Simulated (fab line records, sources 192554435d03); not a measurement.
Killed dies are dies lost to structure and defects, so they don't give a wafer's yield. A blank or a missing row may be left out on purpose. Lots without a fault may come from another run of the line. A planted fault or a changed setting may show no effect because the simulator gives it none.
One fault seen from 2 desks | flow n5_finfet | each desk has only its own numbers; what lay behind them comes last

THE METROLOGY DESK
What the gauges read, lot by lot, whatever tool the lot ran on: means of the sampled wafers that have a number. A lot is out of limits, marked OUT, if its mean lies more than 4 standard deviations from the usual mean; the brackets give that distance.
Columns: A = cd_nm at N5_PASSIVATION_CD_MEAS_30, usual 3999.9 nm; B = PASS_OPEN_OVL at N5_PASSIVATION_OVL_MEAS_66, usual 2 nm
lot  | first seen here | A      | B
L304 | day 12 21:52    | 4003.3 | -1
L305 | day 13 01:19    | 3998.8 | 5
L308 | day 15 00:41    | 3999.7 | -0
L307 | day 15 08:41    | 3999.1 | 3
L310 | day 16 06:06    | 3997.8 | 5
L309 | day 16 06:49    | 4000.2 | -0
L314 | day 17 17:37    | 4001.3 | 1
L306 | day 18 04:43    | 4002.1 | 11
L320 | day 18 11:32    | 3998.9 | 0
L318 | day 19 12:12    | 3998.3 | 3
L323 | day 19 21:52    | 4000.7 | -1
This desk's finding: nothing out of limits on any of the 11 lots.

THE TOOL OWNER'S DESK: rie_diel-01
The tool's own readings at N5_BEOL_M4_TRENCH_ETCH_37 (etches SiOC in C4F6/O2, target depth 55.555 nm, time 29.2 s): means of the sampled wafers that have a number, for each lot that ran on this tool. A lot is out of limits, marked OUT, if its mean lies more than 4 standard deviations from the usual mean; the brackets give that distance.
Columns: A = drypump_motor_current_A at N5_BEOL_M4_TRENCH_ETCH_37, usual 5.9 A; B = oes_product_au at N5_BEOL_M4_TRENCH_ETCH_37, usual 0.79 a.u.; C = rf_vpp_V at N5_BEOL_M4_TRENCH_ETCH_37, usual 659 V; D = showerhead_plenum_p_Torr at N5_BEOL_M4_TRENCH_ETCH_37, usual 2.80 Torr; E = throttle_valve_pct at N5_BEOL_M4_TRENCH_ETCH_37, usual 20.84 %
lot  | first seen here | A   | B    | C   | D    | E
L304 | day 8 20:49     | 6.0 | 0.77 | 659 | 2.82 | 20.80
L308 | day 10 19:41    | 6.0 | 0.75 | 658 | 2.81 | 20.83
L307 | day 10 22:22    | 5.9 | 0.77 | 652 | 2.70 | 20.70
L310 | day 11 19:13    | 5.9 | 0.76 | 651 | 2.70 | 20.70
L314 | day 12 23:36    | 5.7 | 0.74 | 663 | 2.76 | 20.72
This desk's finding: nothing out of limits on any of the 5 lots.

PUT TOGETHER
The metrology desk saw nothing out of limits.
The tool owner's desk saw nothing out of limits.

WHAT THE SIMULATOR HAD PUT IN
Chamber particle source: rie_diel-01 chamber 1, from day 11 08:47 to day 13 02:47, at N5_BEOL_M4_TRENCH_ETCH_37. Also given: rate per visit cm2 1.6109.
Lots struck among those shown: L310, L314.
